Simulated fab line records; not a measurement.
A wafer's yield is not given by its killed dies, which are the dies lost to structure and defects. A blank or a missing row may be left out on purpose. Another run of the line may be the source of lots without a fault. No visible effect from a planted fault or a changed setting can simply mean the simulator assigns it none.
fab line records + flow n5_finfet
record
- lots=4
- wafers=12
- last_day=18
route steps=1938 shown BEOL_M3@1009 BEOL_M4@1021
lots untouched by any fault: they come from a run of this same line in which no faults occurred
start_h: hours from the record's first day to the start of the lot's first wafer shown + wait_h: hours elapsed since this lot's preceding step + " same as the row above + L1.1+2: a row that stands for several wafers + - no value present, or no start provided + * or withheld: withheld + < > ~ a bound
route shown NAME@n: NAME is a module with steps in the file, n the number in the route of the first one + usual: average and standard deviation across the fault-free wafers + same: alike in all rows + chamber/n: place in a boat + sites: the reading at each site + _std_site: their standard deviation + _edge_site: outer sites' mean less inner sites' + radius_mm: for every site, how far away it sits from the centre of the wafer + mask NAME#n: copy n + behind: the most recent tool/chamber to have shaped the wafer + hold: why the lot went on hold/how many hours it stayed there/how the hold came to an end + device: the transistor (n, p or np) that didn't switch + end of line: the route-end tests of the same wafers + a step without rows: its recipe alone + killed: dies that structure and defects cost at the first sort, which is not the same as the wafer's yield + map: a wafer's dies, x killed, . not, _ none there
set.NAME: the setting as run; set.NAME@STEP: as run at that earlier step + model.NAME: the simulator's own value behind a step, which no gauge read
lots seen at some steps along the route; tables by step, rows by wafer
services: when a tool's chamber went out of use (start_h, in hours from the record's first day, below 0 if earlier), for how many hours, and the reason
## steps
# step N5_BEOL_M3_ANNEAL_95
# recipe
- temp_c=400
- time_s=240
- ambient=vacuum
# step N5_BEOL_M3_SPUTTER_96
# recipe
- material=Cu
- target_thk_a=45
- temp_c=-20
- chamber_pressure_pa=0.07
- power_w=withheld
- time_s=8.29
# step N5_BEOL_M3_ECD_50
# recipe
- material=Cu
- target_thk_a=3000
# step N5_BEOL_M3_ANNEAL_51
# recipe
- temp_c=225
- time_s=90
- ambient=N2
# step N5_BEOL_M3_CMP_52
# recipe
- stop_on=SiOC
- t_overpolish_s=6.8
- down_force_psi=1
- platen_rpm=50
- clearing_platen_down_force_psi=1.5
- clearing_platen_rpm=50
- post_cmp_clean=cu_alkaline
- target_thk_nm=40
- clearing_platen_pad_velocity_m_s=0.99484
- pad_velocity_m_s=0.99484
# step N5_BEOL_M3_PRE_CLEAN_60
# recipe
- gas=NH3/H2
- time_s=15
- temp_c=*
- rf_power_w=300
# step N5_BEOL_M3_CO_CAP_55
# recipe
- material=Co
- target_thk_a=20
- temp_c=200
- precursor=CCTBA/H2
- pressure_torr=30
- time_s=102.1
# step N5_BEOL_M3_PRE_CLEAN_56
# recipe
- gas=NH3
- time_s=15
- temp_c=withheld
- rf_power_w=300
# step N5_BEOL_M3_DEP_57
# recipe
- material=SiCN
- target_thk_a=80
- temp_c=withheld
- precursor=3MS/NH3
- pressure_torr=3
- rf_w=202
- time_s=14
# step N5_BEOL_M4_ILD_DEP_00
# recipe
- material=SiOC
- target_thk_a=790
- temp_c=350
- precursor=DEMS/O2
- pressure_torr=5
- rf_w=500
- time_s=15.3
# usual
- heater_power_w=498/79
- rf_fwd_power_W=494.0/2
- showerhead_plenum_p_Torr=5.695/0.0096
- throttle_valve_pct=11.9/0.41
| lot.wafer | tool     | chamber | start_h | wait_h | heater_power_w | rf_fwd_power_W | showerhead_plenum_p_Torr | throttle_valve_pct | model.SiOC_of_BEOL_M4_ILD_DEP_00.thk_nm |
|-----------|----------|---------|---------|--------|----------------|----------------|--------------------------|--------------------|-----------------------------------------|
| L719.1    | pecvd-01 | 2       | 211.64  | 0.0    | 498            | 493.2          | 5.704                    | 11.6               | 78.4                                    |
| L719.2    | "        | 1       | "       | "      | 444            | 496.7          | 5.690                    | 12.0               | 79.2                                    |
| L719.6    | "        | 0       | "       | "      | 530            | 492.4          | 5.688                    | 11.7               | 81.2                                    |
| L730.1    | pecvd-01 | 0       | 267.56  | 0.0    | 635            | 493.4          | 5.678                    | 12.1               | 89                                      |
| L730.3    | "        | 2       | "       | "      | 532            | 493.2          | 5.700                    | 11.5               | 78.4                                    |
| L730.4    | "        | 0       | "       | "      | 654            | 494.1          | 5.706                    | 11.8               | 90                                      |
| L733.1    | pecvd-01 | 1       | 286.70  | 0.0    | 412            | 493.9          | 5.680                    | 12.2               | 79.6                                    |
| L733.4    | "        | 2       | "       | "      | 557            | 491.7          | 5.703                    | 11.5               | 79.8                                    |
| L733.6    | "        | 0       | "       | "      | 628            | 496.2          | 5.686                    | 12.1               | 90.4                                    |
| L734.2    | pecvd-02 | 1       | 306.25  | 0.0    | 335            | 495.6          | 5.682                    | 12.2               | 79.4                                    |
| L734.4    | "        | 1       | "       | "      | 336            | 494.8          | 5.699                    | 12.2               | 80.4                                    |
| L734.6    | "        | 2       | "       | "      | 525            | 494.6          | 5.685                    | 11.4               | 79.8                                    |
# step N5_BEOL_M4_THK_MEAS_01
# recipe
- reads=SiOC_of_BEOL_M4_ILD_DEP_00
# usual
- M4_ILD_THK=79.2/1.1
| lot.wafer | tool          | chamber | start_h | wait_h | M4_ILD_THK[nm] |
|-----------|---------------|---------|---------|--------|----------------|
| L719.1    | film_metro-01 | -       | 211.71  | 0.0    | 78.3           |
| L719.2    | "             | -       | "       | "      | 79.2           |
| L719.6    | "             | -       | "       | "      | 81.1           |
| L730.1    | film_metro-01 | -       | 267.62  | 0.0    | 88.9           |
| L730.3    | "             | -       | "       | "      | 78.5           |
| L730.4    | "             | -       | "       | "      | 89.9           |
| L733.1    | film_metro-02 | -       | 286.76  | 0.0    | 79.5           |
| L733.4    | "             | -       | "       | "      | 79.8           |
| L733.6    | "             | -       | "       | "      | 90.5           |
| L734.2    | film_metro-01 | -       | 306.32  | 0.1    | 79.4           |
| L734.4    | "             | -       | "       | "      | 80.3           |
| L734.6    | "             | -       | "       | "      | 79.7           |
# step N5_BEOL_M4_PECVD_72
# recipe
- material=SiO2
- target_thk_a=160
- temp_c=400
- precursor=TEOS/O2
- pressure_torr=5.5
- rf_w=450
- teos_flow_sccm=53.8
- gas=O2
- flow_sccm=3000
- time_s=18
# step N5_BEOL_M4_HM_DEP_02
# recipe
- material=TiN
- target_thk_a=200
- temp_c=25
- chamber_pressure_pa=0.49996
# step N5_BEOL_M4_COAT_61
# recipe
- resist=SOC
- temp_c=250
- time_s=60
- spin_rpm=1500
- resist_thk_nm=60
# step N5_BEOL_M4_COAT_62
# recipe
- resist=SiARC
- temp_c=220
- time_s=60
- spin_rpm=1500
- resist_thk_nm=12
# step N5_BEOL_M4_COAT_73
# recipe
- resist=underlayer
- temp_c=205
- time_s=60
- spin_rpm=1500
- resist_thk_nm=5
# step N5_BEOL_M4_COAT_05
# recipe
- resist=CAR-EUV
- spin_rpm=1500
- resist_thk_nm=30
# step N5_BEOL_M4_EBR_07
# recipe
- solvent=PGMEA
- ebr_width_mm=1.5
# step N5_BEOL_M4_SOFTBAKE_06
# recipe
- temp_c=110
- time_s=60
- resist=CAR-EUV
# step N5_BEOL_M4_EXPOSE_08
# recipe
- mask_id=M4
- na=0.33
- source_shape=dipole
- sigma_inner=0.369
- sigma_outer=0.767
- polarization=unpolarized
- dose_mj=41.25
# step N5_BEOL_M4_PEB_09
# recipe
- peb_temp_c=100
- peb_time_s=60
- resist=CAR-EUV
# step N5_BEOL_M4_DEVELOP_10
# recipe
- develop_time_s=30
- developer=TMAH
- resist=CAR-EUV
- rinse_liquid=surfactant_rinse
- dry=air_spin
- dev_temp_c=23
# step N5_BEOL_M4_DESCUM_16
# recipe
- chemistry=O2
- time_s=7
- source_power_w=50
- bias_power_w=20
- pressure_mtorr=20
- rf_frequency_hz=2.712e+07
- temp_c=40
- resist=CAR-EUV
- o2_flow_sccm=225
# step N5_BEOL_M4_ETCH_74
# recipe
- chemistry=N2/H2
- target=underlayer
- target_depth_a=65
- mask_material=CAR-EUV
- time_s=5.2
- ion_energy_ev=200
- pressure_mtorr=30
- source_w=840
- bias_w=150
- n2_flow_sccm=200
- h2_flow_sccm=200
- ends=cleared
# step N5_BEOL_M4_ETCH_63
# recipe
- chemistry=CF4
- target=SiARC
- target_depth_a=156
- mask_material=CAR-EUV
- time_s=26
- ion_energy_ev=80
- pressure_mtorr=40
- source_w=545
- bias_w=36
- Ar_flow_sccm=100
- cf4_flow_sccm=100
- ends=cleared
# step N5_BEOL_M4_ETCH_64
# recipe
- chemistry=N2/H2
- target=SOC
- target_depth_a=750
- overetch_a=225
- mask_material=SiARC
- temp_c=40
- time_s=121.9
- ion_energy_ev=200
- pressure_mtorr=30
- source_w=840
- bias_w=150
- n2_flow_sccm=200
- h2_flow_sccm=200
# step N5_BEOL_M4_STRIP_65
# recipe
- chemistry=N2/H2
- temp_c=40
- n2_flow_sccm=200
- h2_flow_sccm=200
- rf_frequency_hz=6e+07
# step N5_BEOL_M4_STRIP_75
# recipe
- chemistry=N2/H2
- temp_c=40
- n2_flow_sccm=200
- h2_flow_sccm=200
- rf_frequency_hz=6e+07
# step N5_BEOL_M4_STRIP_66
# recipe
- chemistry=CF4
- resist=SiARC
- power_w=300
- bias_power_w=75
- pressure_mtorr=50
- cf4_flow_sccm=150
- rf_frequency_hz=6e+07
# step N5_BEOL_M4_HM_OPEN_17
# recipe
- chemistry=Cl2/BCl3
- target_depth_a=200
- overetch_a=60
- target=TiN
- mask_material=SOC
- ion_energy_ev=150
- pressure_mtorr=10
- icp_w=1000
- bias_w=126
- Cl2_flow_sccm=53.25
- bcl3_flow_sccm=21.75
- Ar_flow_sccm=25
# step N5_BEOL_M4_STRIP_19
# recipe
- chemistry=O2
- power_w=400
- temp_c=40
- pressure_mtorr=30
- rf_frequency_hz=6e+07
- bias_power_w=0
- overash_fraction=0.2
- o2_flow_sccm=225
# step N5_BEOL_M4_COAT_67
# recipe
- resist=SOC
- temp_c=250
- time_s=60
- spin_rpm=1500
- resist_thk_nm=60
# step N5_BEOL_M4_COAT_68
# recipe
- resist=SiARC
- temp_c=220
- time_s=60
- spin_rpm=1500
- resist_thk_nm=12
# step N5_BEOL_M4_COAT_76
# recipe
- resist=underlayer
- temp_c=205
- time_s=60
- spin_rpm=1500
- resist_thk_nm=5
# step N5_BEOL_M4_COAT_22
# recipe
- resist=CAR-EUV
- spin_rpm=1500
- resist_thk_nm=30
# step N5_BEOL_M4_CMP_52
# recipe
- stop_on=SiOC
- t_overpolish_s=6.8
- down_force_psi=1
- platen_rpm=50
- clearing_platen_down_force_psi=1.5
- clearing_platen_rpm=50
- post_cmp_clean=cu_alkaline
- target_thk_nm=40
- clearing_platen_pad_velocity_m_s=0.99484
- pad_velocity_m_s=0.99484
# usual
- clearing_platen_down_force_psi=1.500/0.0036
- head_pressure_psi=0.9999/0.0021
- motor_current_A=6.2/0.53
- retaining_ring_pressure_frac=0.999/0.006
| lot.wafer | tool   | chamber | start_h | wait_h | clearing_platen_down_force_psi | head_pressure_psi | motor_current_A | retaining_ring_pressure_frac | model.SiOC_of_BEOL_M4_ILD_DEP_00.thk_nm |
|-----------|--------|---------|---------|--------|--------------------------------|-------------------|-----------------|------------------------------|-----------------------------------------|
| L719.1    | cmp-01 | 1       | 223.46  | 0.3    | 1.501                          | 0.9990            | 6.1             | 1.008                        | 75.4                                    |
| L719.2    | "      | 2       | "       | "      | 1.507                          | 0.9999            | 6.0             | 1.002                        | 76.2                                    |
| L719.6    | "      | 1       | "       | "      | 1.506                          | 1.0002            | 6.1             | 1.001                        | 78.2                                    |
| L730.3    | cmp-01 | 2       | 286.36  | 0.2    | 1.498                          | 1.0033            | 6.1             | 0.998                        | 75.4                                    |
| L730.1    | "      | 3       | "       | "      | 1.499                          | 1.0019            | 6.4             | 0.997                        | 86                                      |
| L730.4    | "      | 0       | "       | "      | 1.493                          | 0.9985            | 7.1             | 0.991                        | 87                                      |
| L733.4    | cmp-03 | 2       | 301.81  | 0.2    | 1.498                          | 1.0015            | 5.2             | 0.998                        | 76.8                                    |
| L733.1    | "      | 3       | "       | "      | 1.506                          | 0.9977            | 6.3             | 1.000                        | 76.6                                    |
| L733.6    | "      | 1       | "       | "      | 1.503                          | 1.0003            | 5.5             | 0.995                        | 87.4                                    |
| L734.4    | cmp-01 | 3       | 330.04  | 0.1    | 1.499                          | 1.0058            | 6.1             | 0.998                        | 77.4                                    |
| L734.2    | "      | 0       | "       | "      | 1.494                          | 0.9971            | 7.2             | 1.002                        | 76.4                                    |
| L734.6    | "      | 3       | "       | "      | 1.501                          | 1.0015            | 6.0             | 0.988                        | 76.8                                    |
# step N5_BEOL_M4_RC_MEAS_101
# usual
- DIBL_N=36.7/1.8
- DIBL_P=37.0/2.4
- IOFF_N=0.17/0.036
- IOFF_P=0.22/0.042
- ION_N=673/12
- ION_P=462/8.5
- SS_N=71.7/0.62
- SS_P=73.4/0.65
- VT_N=250/3.7
- VT_P=-250/3.7
| lot.wafer | tool      | chamber | start_h | wait_h | DIBL_N[mV/V] | DIBL_P[mV/V] | IOFF_N[nA/um] | IOFF_P[nA/um] | ION_N[uA/um] | ION_P[uA/um] | SS_N[mV/dec] | SS_P[mV/dec] | VT_N[mV] | VT_P[mV] |
|-----------|-----------|---------|---------|--------|--------------|--------------|---------------|---------------|--------------|--------------|--------------|--------------|----------|----------|
| L719.1    | prober-02 | 0       | 224.14  | 0.0    | 36.6         | 36.5         | 0.16          | 0.21          | 669          | 465          | 71.9         | 72.7         | 252      | -247     |
| L719.2    | "         | 0       | "       | "      | 34.9         | 35.1         | 0.13          | 0.19          | 663          | 464          | 71.6         | 73.0         | 250      | -250     |
| L719.6    | "         | 0       | "       | "      | 35.9         | 35.8         | 0.15          | 0.20          | 663          | 463          | 71.4         | 73.0         | 251      | -251     |
| L730.1    | prober-02 | 0       | 286.97  | 0.0    | 36.8         | 32.7         | 0.16          | 0.18          | 669          | 457          | 72.3         | 72.2         | 248      | -247     |
| L730.3    | "         | 0       | "       | "      | 36.5         | 35.0         | 0.17          | 0.21          | 688          | 467          | 71.5         | 73.1         | 247      | -249     |
| L730.4    | "         | 0       | "       | "      | 37.0         | 34.7         | 0.17          | 0.21          | 674          | 465          | 71.5         | 72.9         | 248      | -251     |
| L733.1    | prober-02 | 0       | 302.34  | 0.0    | 36.5         | 35.1         | 0.15          | 0.22          | 676          | 466          | 71.7         | 73.6         | 252      | -247     |
| L733.4    | "         | 0       | "       | "      | 35.2         | 32.7         | 0.12          | 0.19          | 675          | 467          | 71.4         | 72.6         | 252      | -249     |
| L733.6    | "         | 0       | "       | "      | 39.4         | 37.9         | 0.21          | 0.29          | 675          | 466          | 72.2         | 73.9         | 247      | -241     |
| L734.2    | prober-02 | 0       | 330.89  | 0.2    | 34.9         | 35.7         | 0.13          | 0.21          | 667          | 469          | 71.4         | 72.5         | 251      | -250     |
| L734.4    | "         | 0       | "       | "      | 36.9         | 37.2         | 0.17          | 0.22          | 665          | 455          | 72.2         | 73.6         | 252      | -251     |
| L734.6    | "         | 0       | "       | "      | 37.0         | 38.2         | 0.18          | 0.25          | 678          | 473          | 72.4         | 72.9         | 250      | -250     |
## services
| tool     | chamber | start_h | hours | kind                           |
|----------|---------|---------|-------|--------------------------------|
| cmp-03   | -       | 190.72  | 0.2   | repair                         |
| cmp-03   | -       | 210.84  | 0.7   | repair                         |
| cmp-03   | -       | 224.37  | 63.0  | repair                         |
| pecvd-02 | 0       | 230.04  | 5.0   | scheduled_down                 |
| cmp-01   | -       | 231.26  | 4.0   | pm                             |
| pecvd-02 | 0       | 235.04  | 5.5   | scheduled_down                 |
| cmp-01   | -       | 235.26  | -     | consumable_replace:conditioner |
| cmp-01   | -       | 235.26  | -     | consumable_replace:pad         |
| cmp-01   | -       | 258.05  | 0.7   | repair                         |
| cmp-01   | -       | 274.28  | 3.0   | repair                         |
| pecvd-01 | 1       | 288.56  | 5.5   | scheduled_down                 |
| pecvd-01 | 1       | 294.60  | 5.9   | repair                         |
| pecvd-01 | 2       | 323.02  | 8.5   | repair                         |
| pecvd-02 | 1       | 329.19  | 4.8   | repair                         |
## key
first_sign
- step=N5_BEOL_M4_THK_MEAS_01
- reading=M4_ILD_THK
- direction=up
- sigmas=10
- usual=79.2
- struck=89.8
effect none on later readings
model_effect
- step=N5_BEOL_M4_ILD_DEP_00
- value=SiOC_of_BEOL_M4_ILD_DEP_00.thk_nm
- without=79.73
- struck=89.8
model_effect
- step=N5_BEOL_M4_CMP_52
- value=SiOC_of_BEOL_M4_ILD_DEP_00.thk_nm
- without=76.73
- struck=86.8
met_at N5_BEOL_M4_ILD_DEP_00
struck_wafers L730.1,L730.4,L733.6
onset_between 211.64 267.56
fault
- kind=process_parameter_drift
- tool=pecvd-01
- chamber=0
- onset_h=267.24
- steps=N5_BEOL_M4_ILD_DEP_00
- channel=time_s
- offset=*
- shape=step
- end_h=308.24
- acts_in=*
- stated=*
